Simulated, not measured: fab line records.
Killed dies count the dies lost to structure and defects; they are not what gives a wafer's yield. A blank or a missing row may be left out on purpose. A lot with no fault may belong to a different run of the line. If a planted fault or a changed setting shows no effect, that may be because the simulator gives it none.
One fault through the eyes of 2 desks -- flow nand-harc -- what lay behind the numbers comes last; until then each desk has only its own

## METROLOGY DESK
Means of the sampled wafers that have a number, per lot and without regard to the tool the lot ran on: this is what the gauges read. Any lot whose mean is over 4 standard deviations away from the usual mean is out of limits and marked OUT; that distance is given in the brackets.
Columns: A = cd-nm at NHARC_P_ZERO_WELL_CD_MEAS_11, usual 500.0 nm; B = cd-nm at NHARC_P_ZERO_WELL_CD_MEAS_24, usual 719.5 nm
lot,first seen here,A,B
L797,day 2 17:07,498.3,716.9
L798,day 3 03:15,499.6,718.3
L799,day 3 13:22,500.3,718.0
L800,day 3 23:07,499.4,721.3
L803,day 5 05:15,496.4,715.9
L804,day 5 15:07,499.2,717.7
L805,day 6 01:14,496.9,717.3
L806,day 6 11:15,500.0,719.6
L808,day 7 07:15,502.4,722.4
L809,day 7 17:17,500.4,720.0
L811,day 8 13:08,503.5,722.5
L813,day 9 09:16,500.6,719.3
L818,day 11 11:08,501.5,721.0
This desk's verdict: no lot among the 13 shows anything out of limits.

## THE DEFECT DESK
What the inspections along the route counted, lot by lot: means of the sampled wafers that have a number. Any lot whose mean is over 4 standard deviations away from the usual mean is out of limits and marked OUT; that distance is given in the brackets.
Columns: A = raw-defect-count at NHARC_P_STI_INSPECT_11, usual 5.5
lot,first seen here,A
L797,day 3 14:43,7.0
L798,day 4 00:15,9.0
L799,day 4 11:23,3.7
L800,day 4 20:16,9.3
L803,day 6 03:21,6.3
L804,day 6 14:41,3.7
L805,day 7 01:49,4.7
L806,day 7 12:17,8.7
L808,day 8 08:48,5.3
L809,day 8 17:30,646.0 (+99 or more) OUT
L811,day 9 12:44,668.3 (+99 or more) OUT
L813,day 10 13:04,4.7
L818,day 12 10:58,4.3
Finding of this desk: L809, L811 out of limits; the first was L809 at day 8 17:30, on raw-defect-count at NHARC_P_STI_INSPECT_11. In limits: L797, L798, L799, L800, L803, L804, L805, L806, L808, L813, L818.

## BROUGHT TOGETHER
The defect desk could have raised an alarm at day 8 17:30, on L809, L811.
At the metrology desk, nothing out of limits was observed.
The metrology desk has L809, L811 on record, within its limits.
Every lot named ran NHARC_P_STI_ETCH_26 on wet-bench-05.

## WHAT THE SIMULATOR PUT IN
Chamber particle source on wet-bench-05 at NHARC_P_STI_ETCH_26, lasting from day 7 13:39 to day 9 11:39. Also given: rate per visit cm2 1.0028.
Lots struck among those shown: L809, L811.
Hours from the fault's start to each desk's first reading out of limits: the defect desk, 28.
